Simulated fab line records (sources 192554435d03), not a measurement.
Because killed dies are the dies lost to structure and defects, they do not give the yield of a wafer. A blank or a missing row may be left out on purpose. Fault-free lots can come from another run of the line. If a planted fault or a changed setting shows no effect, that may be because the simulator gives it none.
fab line records	flow n5_finfet
record: lots: 24	wafers: 72	last_day: 18
route steps=1938 shown BEOL_M2@864 BEOL_M3@931
lots with no fault: from the same line, run without faults
start_h: hours from the record's opening day to when the first of the lot's shown wafers began	wait_h: hours since the lot's step before	" same as the row above	L1.1+2: a row that stands for several wafers	- no value present, or no start provided	* or withheld: withheld	< > ~ a bound
route shown NAME@n: NAME is a module with steps in the file, n the number in the route of the first one	usual: mean and standard deviation over wafers with no fault	same: alike in all rows	chamber/n: place in a boat	sites: readings site by site	_std_site: their standard deviation	_edge_site: the outer-site mean with the inner-site mean subtracted	radius_mm: how far each site lies from the wafer's centre	mask NAME#n: copy n	behind: the last tool/chamber to shape the wafer	hold: what put the lot on hold/how long, in hours/how the hold closed	device: names the non-switching transistor (n, p or np)	end of line: the route-end tests of the same wafers	step lacking rows: just its recipe	killed: dies that structure and defects cost at the first sort, which is not the same as the wafer's yield	map: the dies of a wafer, with x for killed, . for not killed, _ for no die there
set.NAME: the setting as run; set.NAME@STEP: as run at that earlier step	model.NAME: the simulator's own value behind a step, which no gauge read
the route's steps for a sample of lots (tables are steps, rows are wafers)
services: when a tool's chamber went out of use (start_h, in hours from the record's first day, below 0 if earlier), for how many hours, and the reason
== steps ==
step: N5_BEOL_M2_HM_OPEN_17
recipe: chemistry: Cl2/BCl3	target_depth_a: 200	overetch_a: 60	target: TiN	mask_material: SOC	ion_energy_ev: 150	pressure_mtorr: 10	icp_w: 1000	bias_w: 126	Cl2_flow_sccm: 53.25	bcl3_flow_sccm: 21.75	Ar_flow_sccm: 25
usual: drypump_motor_current_A: 5.6/0.38	mfc_ar_sccm: 25.01/0.073	oes_product_au: 0.66/0.11	rf_fwd_power_W: 994/4.2	throttle_valve_pct: 22.19/0.23
lot.wafer	tool	chamber	start_h	wait_h	drypump_motor_current_A	mfc_ar_sccm	oes_product_au	rf_fwd_power_W	rf_hours_counter_h	throttle_valve_pct
L074.2	rie_metal-02	1	137.65	0.0	5.7	25.03	0.55	990	109	22.27
L074.3	"	1	"	"	5.7	25.11	0.56	996	-	22.25
L074.6	"	1	"	"	5.7	25.04	0.56	994	-	22.24
L075.2	rie_metal-01	1	138.61	0.0	5.7	25.00	0.79	997	11	22.42
L075.4	"	1	"	"	5.7	25.03	0.78	992	-	22.46
L075.5	"	0	"	"	6.1	24.93	0.80	986	-	21.91
L076.1	rie_metal-02	1	143.81	0.0	5.7	24.99	0.56	997	109	22.25
L076.4	"	0	"	"	4.9	25.07	0.59	993	-	21.97
L076.5	"	0	"	"	4.9	25.04	0.58	991	-	21.98
L077.3	rie_metal-03	1	150.93	0.1	5.5	24.97	0.60	988	-	22.43
L077.5	"	1	"	"	5.6	24.92	0.62	996	-	22.42
L077.6	"	0	"	"	6.0	25.08	0.50	993	-	22.11
L078.1	rie_metal-02	0	177.31	0.0	4.9	24.82	0.57	988	83	21.99
L078.2	"	1	"	"	5.7	25.03	0.55	994	112	22.26
L078.5	"	1	"	"	5.7	24.90	0.55	996	-	22.26
L079.2	rie_metal-02	0	180.50	0.0	4.9	24.95	0.57	991	83	22.00
L079.3	"	1	"	"	5.7	25.02	0.55	999	-	22.27
L079.6	"	1	"	"	5.7	24.99	0.55	995	-	22.27
L080.2	rie_metal-02	0	181.19	0.0	4.9	25.07	0.58	993	83	21.98
L080.3	"	1	"	"	5.7	25.02	0.55	997	-	22.26
L080.5	"	1	"	"	5.7	24.93	0.56	999	-	22.25
L082.3	rie_metal-01	1	181.64	0.1	5.7	24.96	0.76	997	-	22.46
L082.5	"	0	"	"	6.1	25.00	0.78	993	-	21.91
L082.6	"	1	"	"	5.7	24.86	0.75	1001	-	22.47
L081.1	rie_metal-01	0	183.71	0.0	6.1	25.13	0.78	986	9	21.93
L081.3	"	0	"	"	6.1	24.98	0.76	988	-	21.91
L081.6	"	0	"	"	6.1	25.12	0.78	982	-	21.91
L083.1	rie_metal-03	0	185.96	0.0	6.0	24.96	0.86	1000	1	21.94
L083.2	"	1	"	"	5.5	25.09	0.60	995	75	22.45
L083.6	"	1	"	"	5.5	25.01	0.61	991	-	22.44
L084.1	rie_metal-03	1	187.53	0.0	5.6	24.98	0.60	998	75	22.44
L084.4	"	1	"	"	5.5	24.92	0.60	1000	-	22.45
L084.5	"	1	"	"	5.5	24.96	0.60	1000	-	22.48
L085.1	rie_metal-03	1	195.77	0.0	5.5	25.04	0.61	999	75	22.47
L085.3	"	0	"	"	5.9	25.05	0.84	991	-	21.95
L085.6	"	0	"	"	5.9	25.05	0.85	993	-	21.95
L086.3	rie_metal-03	1	209.68	0.1	5.5	25.03	0.60	995	-	22.46
L086.4	"	1	"	"	5.6	25.04	0.59	996	-	22.46
L086.5	"	1	"	"	5.6	24.93	0.59	995	-	22.47
L087.2	rie_metal-02	0	214.20	0.0	4.9	25.04	0.57	993	86	21.99
L087.3	"	1	"	"	5.7	24.92	0.55	991	-	22.27
L087.5	"	0	"	"	4.9	24.92	0.57	995	-	22.00
L088.3	rie_metal-02	1	214.78	0.1	5.7	24.90	0.55	999	-	22.28
L088.5	"	1	"	"	5.7	24.94	0.55	1000	-	22.27
L088.6	"	0	"	"	4.9	25.02	0.58	993	-	21.99
L089.1	rie_metal-03	0	222.84	0.0	6.0	25.04	0.82	993	2	21.98
L089.2	"	1	"	"	5.5	24.99	0.59	994	79	22.48
L089.3	"	0	"	"	6.0	25.15	0.83	994	-	21.97
L090.2	rie_metal-02	0	227.91	0.0	4.9	25.01	0.57	987	87	22.00
L090.3	"	0	"	"	4.9	25.04	0.57	987	-	21.97
L090.4	"	1	"	"	5.7	25.03	0.54	993	-	22.29
L091.1	rie_metal-01	0	243.04	0.0	6.2	24.92	0.75	990	13	21.92
L091.2	"	1	"	"	5.7	24.96	0.74	997	20	22.47
L091.4	"	1	"	"	5.7	24.98	0.73	996	-	22.47
L092.1	rie_metal-03	0	243.31	0.0	6.0	25.06	0.80	991	4	21.99
L092.2	"	1	"	"	5.6	25.10	0.57	998	81	22.50
L092.3	"	0	"	"	6.0	25.12	0.80	990	-	21.99
L093.1	rie_metal-01	1	252.01	0.0	5.7	25.03	0.74	995	21	22.48
L093.3	"	1	"	"	5.7	25.05	0.74	996	-	22.47
L093.5	"	0	"	"	6.1	24.93	0.75	991	-	21.91
L094.1	rie_metal-01	0	256.34	0.0	6.1	25.06	0.75	989	15	21.91
L094.4	"	0	"	"	6.1	25.01	0.74	988	-	21.93
L094.5	"	0	"	"	6.1	24.97	0.75	984	-	21.92
L095.2	rie_metal-01	1	265.70	0.0	5.7	25.13	0.74	1001	23	22.46
L095.3	"	0	"	"	6.1	25.08	0.75	983	-	21.92
L095.6	"	0	"	"	6.1	25.06	0.74	985	-	21.92
L096.1	rie_metal-03	1	266.20	0.0	5.6	24.97	0.58	993	83	22.48
L096.3	"	1	"	"	5.6	24.96	0.58	995	-	22.48
L096.4	"	0	"	"	6.0	25.06	0.79	988	-	21.98
L097.3	rie_metal-02	0	273.40	0.1	4.9	25.11	0.57	991	-	21.99
L097.5	"	1	"	"	5.7	25.01	0.55	997	-	22.27
L097.6	"	0	"	"	4.9	25.12	0.57	995	-	22.01
step: N5_BEOL_M2_DESCUM_33
recipe: chemistry: O2	time_s: 7	source_power_w: 50	bias_power_w: 20	pressure_mtorr: 20	rf_frequency_hz: 2.712e+07	temp_c: 40	resist: CAR-EUV	o2_flow_sccm: 225
usual: drypump_motor_current_A: 5.8/0.58	o2_flow_sccm: 225.0/0.74	oes_product_au: 0.76/0.062	rf_fwd_power_W: 49.41/0.2	rf_vpp_V: 242.9/1.2	showerhead_plenum_p_Torr: 2.07/0.062	throttle_valve_pct: 20.58/0.28
lot.wafer	tool	chamber	start_h	wait_h	drypump_motor_current_A	o2_flow_sccm	oes_product_au	rf_fwd_power_W	rf_hours_counter_h	rf_vpp_V	showerhead_plenum_p_Torr	throttle_valve_pct
L074.2	rie_diel-02	1	138.41	0.1	6.6	224.8	0.74	49.09	150	243.9	2.09	20.61
L074.3	"	2	"	"	5.8	225.7	0.77	49.19	161	243.3	2.18	20.42
L074.6	"	2	"	"	5.8	224.7	0.76	49.12	-	245.2	2.18	20.43
L075.2	rie_diel-02	0	139.29	0.0	5.6	223.8	0.72	49.40	225	243.8	2.17	20.81
L075.4	"	3	"	"	5.0	226.5	0.74	49.31	166	243.4	2.07	20.68
L075.5	"	3	"	"	5.0	225.1	0.75	49.34	-	243.3	2.07	20.69
L076.1	rie_diel-04	2	144.77	0.4	6.1	224.6	0.89	49.57	35	242.9	2.03	20.07
L076.4	"	3	"	"	5.3	224.3	0.76	49.26	-	241.5	2.02	20.62
L076.5	"	1	"	"	6.0	225.8	0.73	49.46	-	242.9	2.09	20.93
L077.3	rie_diel-01	2	151.62	0.0	5.1	225.6	0.81	49.46	86	241.7	2.04	20.44
L077.5	"	0	"	"	5.3	223.3	0.88	49.57	-	244.5	2.13	20.38
L077.6	"	1	"	"	5.4	225.8	0.84	49.80	-	244.6	2.15	20.41
L078.1	rie_diel-04	2	178.31	0.3	6.1	226.4	0.88	49.57	46	242.3	2.03	20.08
L078.2	"	1	"	"	6.1	224.9	0.71	49.24	217	242.2	2.09	20.94
L078.5	"	3	"	"	5.3	223.8	0.77	49.49	-	241.4	2.01	20.62
L079.2	rie_diel-04	1	181.38	0.1	6.0	223.9	0.71	49.64	218	242.5	2.09	20.95
L079.3	"	2	"	"	6.1	224.4	0.88	49.48	48	243.0	2.03	20.07
L079.6	"	1	"	"	6.0	226.2	0.71	49.38	-	242.8	2.09	20.95
L080.2	rie_diel-01	3	181.99	0.2	6.3	224.7	0.82	49.14	63	243.3	2.11	19.93
L080.3	"	0	"	"	5.3	225.3	0.87	49.66	49	243.5	2.13	20.40
L080.5	"	1	"	"	5.4	225.0	0.82	49.68	-	244.7	2.15	20.42
L082.3	rie_diel-02	0	182.36	0.0	5.6	225.7	0.71	49.79	241	244.9	2.16	20.83
L082.5	"	0	"	"	5.6	225.2	0.71	49.58	-	244.8	2.16	20.83
L082.6	"	3	"	"	5.0	223.6	0.72	49.32	-	243.7	2.06	20.73
L081.1	rie_diel-02	0	184.33	0.0	5.6	224.0	0.72	49.65	242	243.6	2.16	20.83
L081.3	"	1	"	"	6.6	223.7	0.73	49.29	167	242.7	2.08	20.65
L081.6	"	0	"	"	5.6	224.4	0.71	49.60	-	245.3	2.16	20.85
L083.1	rie_diel-01	3	186.72	0.2	6.2	225.9	0.82	49.11	64	244.1	2.11	19.93
L083.2	"	2	"	"	5.1	224.7	0.79	49.61	97	242.9	2.03	20.47
L083.6	"	0	"	"	5.3	225.4	0.87	49.75	-	244.2	2.13	20.39
L084.1	rie_diel-04	1	188.18	0.0	6.0	224.8	0.71	49.49	220	242.5	2.09	20.96
L084.4	"	3	"	"	5.3	225.2	0.75	49.63	170	242.1	2.01	20.65
L084.5	"	1	"	"	6.0	223.9	0.71	49.41	-	242.9	2.09	20.94
L085.1	rie_diel-01	3	196.53	0.2	6.2	224.8	0.82	48.83	68	244.1	2.11	19.96
L085.3	"	0	"	"	5.3	225.7	0.86	49.76	54	243.6	2.12	20.42
L085.6	"	3	"	"	6.2	225.0	0.81	48.89	-	242.3	2.11	19.95
L086.3	rie_diel-04	0	210.60	0.1	6.8	225.3	0.71	49.32	211	242.1	1.99	20.82
L086.4	"	3	"	"	5.3	225.6	0.75	49.44	178	242.3	2.01	20.66
L086.5	"	3	"	"	5.3	225.4	0.75	49.49	-	243.1	2.01	20.65
L087.2	rie_diel-02	3	215.08	0.0	5.0	225.2	0.72	49.52	193	242.7	2.06	20.74
L087.3	"	1	"	"	6.5	224.8	0.71	49.44	177	242.5	2.08	20.66
L087.5	"	2	"	"	5.8	225.0	0.74	49.47	-	242.8	2.17	20.44
L088.3	rie_diel-02	1	215.37	0.0	6.6	226.1	0.72	49.29	177	242.8	2.08	20.66
L088.5	"	1	"	"	6.6	226.8	0.72	49.13	-	244.3	2.08	20.67
L088.6	"	2	"	"	5.8	224.4	0.75	49.15	-	243.8	2.17	20.45
L089.1	rie_diel-02	1	223.46	0.0	6.6	224.7	0.72	49.47	181	244.1	2.08	20.67
L089.2	"	3	"	"	5.0	225.9	0.73	49.31	196	242.8	2.06	20.74
L089.3	"	2	"	"	5.8	225.6	0.74	49.40	191	245.0	2.16	20.47
L090.2	rie_diel-02	3	229.13	0.4	5.0	224.6	0.71	49.40	198	243.8	2.05	20.74
L090.3	"	0	"	"	5.6	224.8	0.96	49.37	1	243.7	2.16	20.47
L090.4	"	2	"	"	5.8	225.3	0.74	49.47	193	244.3	2.16	20.46
L091.1	rie_diel-04	0	243.84	0.0	6.8	225.7	0.71	49.24	222	241.7	1.98	20.87
L091.2	"	3	"	"	5.3	224.7	0.74	49.47	190	241.2	2.00	20.66
L091.4	"	2	"	"	6.1	226.3	0.84	49.47	70	242.2	2.02	20.11
L092.1	rie_diel-04	0	244.07	0.0	6.8	225.4	0.70	49.09	222	240.9	1.98	20.84
L092.2	"	1	"	"	6.0	225.7	0.70	49.23	240	243.1	2.08	20.97
L092.3	"	3	"	"	5.3	224.6	0.73	49.64	190	241.5	2.00	20.66
L093.1	rie_diel-04	0	253.20	0.5	6.8	225.0	0.70	49.18	226	241.5	1.98	20.87
L093.3	"	2	"	"	6.1	224.5	0.84	49.42	73	242.3	2.02	20.11
L093.5	"	1	"	"	6.0	224.7	0.69	49.45	-	243.2	2.08	20.98
L094.1	rie_diel-04	2	257.16	0.1	6.1	224.7	0.84	49.22	74	240.9	2.02	20.12
L094.4	"	0	"	"	6.8	225.4	0.69	49.15	227	241.5	1.98	20.86
L094.5	"	3	"	"	5.3	225.2	0.73	49.52	-	241.7	2.00	20.69
L095.2	rie_diel-02	3	266.33	0.0	5.0	225.3	0.72	49.09	212	244.1	2.05	20.76
L095.3	"	1	"	"	6.6	224.7	0.71	49.12	197	243.5	2.07	20.68
L095.6	"	3	"	"	5.0	224.8	0.71	49.32	-	242.8	2.05	20.77
L096.1	rie_diel-04	3	267.03	0.1	5.3	225.6	0.74	49.72	197	241.1	2.00	20.66
L096.3	"	2	"	"	6.1	225.5	0.83	49.41	78	242.3	2.02	20.13
L096.4	"	1	"	"	6.0	225.4	0.69	49.47	248	241.1	2.08	20.99
L097.3	rie_diel-04	0	274.12	0.0	6.8	224.6	0.68	49.27	233	241.2	1.98	20.85
L097.5	"	0	"	"	6.8	224.6	0.69	49.15	-	241.9	1.98	20.87
L097.6	"	3	"	"	5.3	225.6	0.74	49.69	-	242.7	2.00	20.69
step: N5_BEOL_M2_SPUTTER_81
recipe: material: Cu	target_thk_a: 45	temp_c: -20	chamber_pressure_pa: 0.07	power_w: withheld	time_s: 8.29
usual: throttle_valve_pct: 29.4/1.2
lot.wafer	tool	chamber	start_h	wait_h	throttle_valve_pct
L075.2	pvd_sputter-02	-	143.54	0.1	28.3
L075.4	"	-	"	"	30.0
L075.5	"	-	"	"	31.1
L074.2	pvd_sputter-03	-	145.00	0.1	28.9
L074.3	"	-	"	"	30.5
L074.6	"	-	"	"	29.4
L076.1	pvd_sputter-03	-	150.00	0.1	29.2
L076.4	"	-	"	"	27.6
L076.5	"	-	"	"	27.3
L077.3	pvd_sputter-02	-	157.76	0.1	30.7
L077.5	"	-	"	"	28.1
L077.6	"	-	"	"	30.8
L078.1	pvd_sputter-02	-	183.75	0.1	30.8
L078.2	"	-	"	"	29.8
L078.5	"	-	"	"	30.4
L080.2	pvd_sputter-03	-	184.82	0.1	29.6
L080.3	"	-	"	"	30.1
L080.5	"	-	"	"	29.6
L079.2	pvd_sputter-02	-	185.83	0.1	29.8
L079.3	"	-	"	"	30.2
L079.6	"	-	"	"	29.6
L082.3	pvd_sputter-02	-	188.34	0.1	28.3
L082.5	"	-	"	"	30.3
L082.6	"	-	"	"	28.0
L081.1	pvd_sputter-01	-	188.80	0.1	29.3
L081.3	"	-	"	"	30.0
L081.6	"	-	"	"	27.3
L083.1	pvd_sputter-01	-	196.27	0.1	30.2
L083.2	"	-	"	"	29.6
L083.6	"	-	"	"	27.4
L084.1	pvd_sputter-03	-	196.40	0.1	27.6
L084.4	"	-	"	"	29.1
L084.5	"	-	"	"	29.7
L085.1	pvd_sputter-02	-	199.37	0.1	30.9
L085.3	"	-	"	"	29.9
L085.6	"	-	"	"	29.9
L086.3	pvd_sputter-03	-	214.82	0.1	29.5
L086.4	"	-	"	"	27.4
L086.5	"	-	"	"	27.1
L087.2	pvd_sputter-02	-	220.14	0.1	28.4
L087.3	"	-	"	"	30.1
L087.5	"	-	"	"	31.0
L088.3	pvd_sputter-02	-	223.46	0.1	30.6
L088.5	"	-	"	"	30.1
L088.6	"	-	"	"	27.8
L089.1	pvd_sputter-03	-	240.35	0.1	30.4
L089.2	"	-	"	"	27.6
L089.3	"	-	"	"	29.7
L090.2	pvd_sputter-03	-	244.35	0.1	29.6
L090.3	"	-	"	"	30.3
L090.4	"	-	"	"	29.1
L091.1	pvd_sputter-01	-	247.49	0.1	30.1
L091.2	"	-	"	"	29.9
L091.4	"	-	"	"	27.6
L092.1	pvd_sputter-02	-	250.39	0.1	29.7
L092.2	"	-	"	"	30.9
L092.3	"	-	"	"	30.1
L093.1	pvd_sputter-03	-	257.25	0.1	30.3
L093.3	"	-	"	"	29.9
L093.5	"	-	"	"	30.4
L094.1	pvd_sputter-02	-	261.99	0.1	29.7
L094.4	"	-	"	"	30.4
L094.5	"	-	"	"	30.0
L095.2	pvd_sputter-01	-	269.26	0.1	29.4
L095.3	"	-	"	"	27.0
L095.6	"	-	"	"	27.2
L096.1	pvd_sputter-02	-	274.93	0.1	31.0
L096.3	"	-	"	"	29.8
L096.4	"	-	"	"	28.1
L097.3	pvd_sputter-02	-	281.68	0.1	30.3
L097.5	"	-	"	"	30.3
L097.6	"	-	"	"	29.7
step: N5_BEOL_M2_ANNEAL_82
recipe: temp_c: 400	time_s: 240	ambient: vacuum
usual: heater_power_w: 852/90
lot.wafer	tool	chamber	start_h	wait_h	heater_power_w
L075.2	pvd_sputter-02	-	143.62	0.0	788
L075.4	"	-	"	"	830
L075.5	"	-	"	"	881
L074.2	pvd_sputter-03	-	145.08	0.0	898
L074.3	"	-	"	"	857
L074.6	"	-	"	"	897
L076.1	pvd_sputter-03	-	150.08	0.0	883
L076.4	"	-	"	"	692
L076.5	"	-	"	"	679
L077.3	pvd_sputter-02	-	157.84	0.0	876
L077.5	"	-	"	"	817
L077.6	"	-	"	"	884
L078.1	pvd_sputter-02	-	183.83	0.0	882
L078.2	"	-	"	"	822
L078.5	"	-	"	"	1044
L080.2	pvd_sputter-03	-	184.90	0.0	825
L080.3	"	-	"	"	846
L080.5	"	-	"	"	829
L079.2	pvd_sputter-02	-	185.91	0.0	795
L079.3	"	-	"	"	1059
L079.6	"	-	"	"	814
L082.3	pvd_sputter-02	-	188.42	0.0	818
L082.5	"	-	"	"	1020
L082.6	"	-	"	"	802
L081.1	pvd_sputter-01	-	188.88	0.0	870
L081.3	"	-	"	"	802
L081.6	"	-	"	"	799
L083.1	pvd_sputter-01	-	196.35	0.0	802
L083.2	"	-	"	"	878
L083.6	"	-	"	"	800
L084.1	pvd_sputter-03	-	196.48	0.0	665
L084.4	"	-	"	"	878
L084.5	"	-	"	"	828
L085.1	pvd_sputter-02	-	199.45	0.0	905
L085.3	"	-	"	"	820
L085.6	"	-	"	"	793
L086.3	pvd_sputter-03	-	214.90	0.0	889
L086.4	"	-	"	"	682
L086.5	"	-	"	"	699
L087.2	pvd_sputter-02	-	220.22	0.0	799
L087.3	"	-	"	"	816
L087.5	"	-	"	"	887
L088.3	pvd_sputter-02	-	223.54	0.0	916
L088.5	"	-	"	"	1018
L088.6	"	-	"	"	821
L089.1	pvd_sputter-03	-	240.43	0.0	861
L089.2	"	-	"	"	673
L089.3	"	-	"	"	862
L090.2	pvd_sputter-03	-	244.43	0.0	856
L090.3	"	-	"	"	872
L090.4	"	-	"	"	904
L091.1	pvd_sputter-01	-	247.57	0.0	786
L091.2	"	-	"	"	787
L091.4	"	-	"	"	801
L092.1	pvd_sputter-02	-	250.47	0.0	818
L092.2	"	-	"	"	878
L092.3	"	-	"	"	1022
L093.1	pvd_sputter-03	-	257.33	0.0	853
L093.3	"	-	"	"	842
L093.5	"	-	"	"	876
L094.1	pvd_sputter-02	-	262.07	0.0	815
L094.4	"	-	"	"	1024
L094.5	"	-	"	"	818
L095.2	pvd_sputter-01	-	269.34	0.0	897
L095.3	"	-	"	"	795
L095.6	"	-	"	"	784
L096.1	pvd_sputter-02	-	275.01	0.0	895
L096.3	"	-	"	"	804
L096.4	"	-	"	"	807
L097.3	pvd_sputter-02	-	281.76	0.0	1030
L097.5	"	-	"	"	1046
L097.6	"	-	"	"	789
step: N5_BEOL_M2_ANNEAL_87
recipe: temp_c: 400	time_s: 240	ambient: vacuum
usual: heater_power_w: 853/90
lot.wafer	tool	chamber	start_h	wait_h	heater_power_w
L075.2	pvd_sputter-02	-	143.84	0.0	823
L075.4	"	-	"	"	818
L075.5	"	-	"	"	874
L074.2	pvd_sputter-03	-	145.30	0.0	883
L074.3	"	-	"	"	841
L074.6	"	-	"	"	921
L076.1	pvd_sputter-03	-	150.30	0.0	881
L076.4	"	-	"	"	705
L076.5	"	-	"	"	675
L077.3	pvd_sputter-02	-	158.06	0.0	898
L077.5	"	-	"	"	813
L077.6	"	-	"	"	900
L078.1	pvd_sputter-02	-	184.05	0.0	893
L078.2	"	-	"	"	804
L078.5	"	-	"	"	1028
L080.2	pvd_sputter-03	-	185.12	0.0	820
L080.3	"	-	"	"	837
L080.5	"	-	"	"	841
L079.2	pvd_sputter-02	-	186.13	0.0	799
L079.3	"	-	"	"	1040
L079.6	"	-	"	"	775
L082.3	pvd_sputter-02	-	188.64	0.0	802
L082.5	"	-	"	"	1048
L082.6	"	-	"	"	801
L081.1	pvd_sputter-01	-	189.10	0.0	898
L081.3	"	-	"	"	801
L081.6	"	-	"	"	809
L083.1	pvd_sputter-01	-	196.57	0.0	797
L083.2	"	-	"	"	899
L083.6	"	-	"	"	792
L084.1	pvd_sputter-03	-	196.70	0.0	686
L084.4	"	-	"	"	875
L084.5	"	-	"	"	869
L085.1	pvd_sputter-02	-	199.67	0.0	891
L085.3	"	-	"	"	798
L085.6	"	-	"	"	829
L086.3	pvd_sputter-03	-	215.12	0.0	880
L086.4	"	-	"	"	682
L086.5	"	-	"	"	681
L087.2	pvd_sputter-02	-	220.44	0.0	811
L087.3	"	-	"	"	819
L087.5	"	-	"	"	857
L088.3	pvd_sputter-02	-	223.76	0.0	911
L088.5	"	-	"	"	1019
L088.6	"	-	"	"	803
L089.1	pvd_sputter-03	-	240.65	0.0	854
L089.2	"	-	"	"	684
L089.3	"	-	"	"	866
L090.2	pvd_sputter-03	-	244.65	0.0	851
L090.3	"	-	"	"	849
L090.4	"	-	"	"	888
L091.1	pvd_sputter-01	-	247.79	0.0	803
L091.2	"	-	"	"	804
L091.4	"	-	"	"	825
L092.1	pvd_sputter-02	-	250.69	0.0	809
L092.2	"	-	"	"	903
L092.3	"	-	"	"	1024
L093.1	pvd_sputter-03	-	257.55	0.0	867
L093.3	"	-	"	"	833
L093.5	"	-	"	"	866
L094.1	pvd_sputter-02	-	262.29	0.0	810
L094.4	"	-	"	"	1050
L094.5	"	-	"	"	815
L095.2	pvd_sputter-01	-	269.56	0.0	901
L095.3	"	-	"	"	803
L095.6	"	-	"	"	807
L096.1	pvd_sputter-02	-	275.23	0.0	878
L096.3	"	-	"	"	804
L096.4	"	-	"	"	794
L097.3	pvd_sputter-02	-	281.98	0.0	1024
L097.5	"	-	"	"	1020
L097.6	"	-	"	"	819
step: N5_BEOL_M3_ILD_DEP_00
recipe: material: SiOC	target_thk_a: 790	temp_c: 350	precursor: DEMS/O2	pressure_torr: 5	rf_w: 500	time_s: 15.3
usual: heater_power_w: 484/62	rf_fwd_power_W: 494.2/2.4	showerhead_plenum_p_Torr: 5.704/0.017	throttle_valve_pct: 11.8/0.51
lot.wafer	tool	chamber	start_h	wait_h	heater_power_w	rf_fwd_power_W	showerhead_plenum_p_Torr	throttle_valve_pct
L075.2	pecvd-02	2	146.20	0.0	446	498.6	5.713	11.3
L075.4	"	0	"	"	474	494.7	5.721	12.5
L075.5	"	2	"	"	449	497.3	5.712	11.1
L074.2	pecvd-04	2	148.00	0.0	523	488.3	5.688	11.6
L074.3	"	1	"	"	503	488.5	5.706	11.4
L074.6	"	2	"	"	520	488.4	5.682	11.7
L076.1	pecvd-04	1	152.62	0.0	463	488.5	5.706	11.4
L076.4	"	2	"	"	530	492.3	5.670	11.7
L076.5	"	0	"	"	583	495.7	5.694	11.6
L077.3	pecvd-04	0	160.29	0.0	582	495.6	5.693	11.5
L077.5	"	0	"	"	576	497.1	5.705	11.6
L077.6	"	1	"	"	494	493.4	5.705	11.2
L078.1	pecvd-02	0	186.20	0.0	467	494.6	5.705	12.5
L078.2	"	2	"	"	488	499.3	5.721	11.0
L078.5	"	2	"	"	473	498.0	5.709	11.0
L080.2	pecvd-03	2	187.28	0.0	415	493.0	5.694	11.5
L080.3	"	0	"	"	425	492.6	5.702	12.3
L080.5	"	0	"	"	405	493.2	5.715	12.3
L079.2	pecvd-03	2	188.29	0.0	462	494.7	5.691	11.1
L079.3	"	1	"	"	603	494.8	5.697	11.8
L079.6	"	0	"	"	390	494.9	5.738	12.2
L082.3	pecvd-02	2	191.06	0.1	453	495.6	5.694	11.2
L082.5	"	0	"	"	445	495.0	5.707	12.5
L082.6	"	2	"	"	464	494.8	5.722	11.1
L081.1	pecvd-02	0	191.76	0.0	471	493.7	5.697	12.4
L081.3	"	0	"	"	471	495.1	5.704	12.4
L081.6	"	0	"	"	473	495.6	5.711	12.5
L083.1	pecvd-04	0	198.70	0.0	582	494.4	5.694	11.4
L083.2	"	2	"	"	593	490.3	5.668	11.8
L083.6	"	1	"	"	502	488.7	5.701	11.4
L084.1	pecvd-02	1	198.83	0.0	450	497.0	5.726	12.2
L084.4	"	0	"	"	456	493.9	5.705	12.8
L084.5	"	1	"	"	445	495.5	5.735	12.3
L085.1	pecvd-02	0	201.80	0.0	377	491.2	5.699	12.5
L085.3	"	1	"	"	534	496.8	5.713	12.1
L085.6	"	2	"	"	485	496.6	5.713	11.1
L086.3	pecvd-04	1	217.28	0.1	479	489.8	5.711	11.5
L086.4	"	0	"	"	562	495.6	5.694	11.7
L086.5	"	0	"	"	554	494.4	5.700	11.8
L087.2	pecvd-02	2	222.57	0.0	399	497.6	5.706	11.1
L087.3	"	0	"	"	443	493.3	5.713	12.6
L087.5	"	0	"	"	432	493.0	5.707	12.9
L088.3	pecvd-03	2	225.90	0.0	449	494.2	5.688	11.5
L088.5	"	2	"	"	432	496.1	5.690	11.4
L088.6	"	1	"	"	525	495.5	5.694	11.5
L089.1	pecvd-03	1	242.78	0.0	592	493.2	5.704	11.5
L089.2	"	2	"	"	395	493.3	5.693	11.4
L089.3	"	0	"	"	359	493.6	5.716	12.3
L090.2	pecvd-02	0	246.81	0.0	435	492.0	5.714	12.8
L090.3	"	2	"	"	460	495.0	5.722	11.2
L090.4	"	0	"	"	432	494.0	5.697	12.8
L091.1	pecvd-03	2	250.03	0.0	439	492.5	5.679	11.5
L091.2	"	1	"	"	524	494.4	5.690	11.6
L091.4	"	0	"	"	402	496.8	5.710	12.5
L092.1	pecvd-04	0	252.91	0.0	590	493.1	5.697	11.6
L092.2	"	1	"	"	394	491.9	5.703	11.0
L092.3	"	2	"	"	599	488.9	5.661	11.3
L093.1	pecvd-04	0	260.78	0.0	524	494.9	5.709	12.0
L093.3	"	2	"	"	587	490.6	5.670	11.2
L093.5	"	0	"	"	517	494.5	5.705	11.7
L094.1	pecvd-02	0	264.51	0.0	468	493.2	5.719	12.7
L094.4	"	2	"	"	435	496.1	5.720	11.5
L094.5	"	0	"	"	473	491.6	5.700	12.5
L095.2	pecvd-03	2	271.82	0.0	457	493.0	5.688	11.6
L095.3	"	0	"	"	427	492.5	5.721	11.9
L095.6	"	0	"	"	435	494.9	5.725	12.1
L096.1	pecvd-03	2	277.36	0.0	468	495.1	5.687	11.4
L096.3	"	1	"	"	531	495.5	5.689	11.7
L096.4	"	2	"	"	467	495.0	5.687	11.5
L097.3	pecvd-02	0	284.13	0.0	460	494.2	5.711	12.8
L097.5	"	0	"	"	474	492.9	5.697	12.6
L097.6	"	1	"	"	523	493.5	5.729	12.0
== services ==
tool	chamber	start_h	hours	kind
pecvd-03	-	119.53	1.7	repair
pecvd-04	0	122.10	6.5	repair
pvd_sputter-03	-	122.25	3.7	repair
rie_diel-04	0	143.65	8.5	repair
pecvd-02	-	151.87	5.5	pm
pvd_sputter-03	-	152.34	6.3	repair
rie_metal-03	0	159.23	2.2	repair
pvd_sputter-03	-	160.23	10.0	repair
pecvd-04	2	189.26	3.8	repair
pecvd-02	1	189.65	2.1	scheduled_down
pecvd-03	-	201.67	6.0	pm
rie_metal-03	0	202.61	15.0	repair
rie_diel-02	0	211.43	-	clean
rie_diel-01	-	226.88	11.4	repair
pvd_sputter-02	-	239.55	2.6	repair
pecvd-02	0	254.05	5.5	scheduled_down
pecvd-02	2	259.51	2.1	scheduled_down
rie_diel-02	0	269.78	9.7	repair
rie_diel-01	-	271.78	1.1	repair
rie_diel-04	1	272.31	-	clean
rie_diel-04	1	272.31	-	consumable_replace:focus_ring
rie_diel-04	1	272.31	14.9	scheduled_down
rie_diel-04	1	272.31	14.9	vent_cycle
pecvd-04	1	274.60	19.2	repair
== key ==
fault none
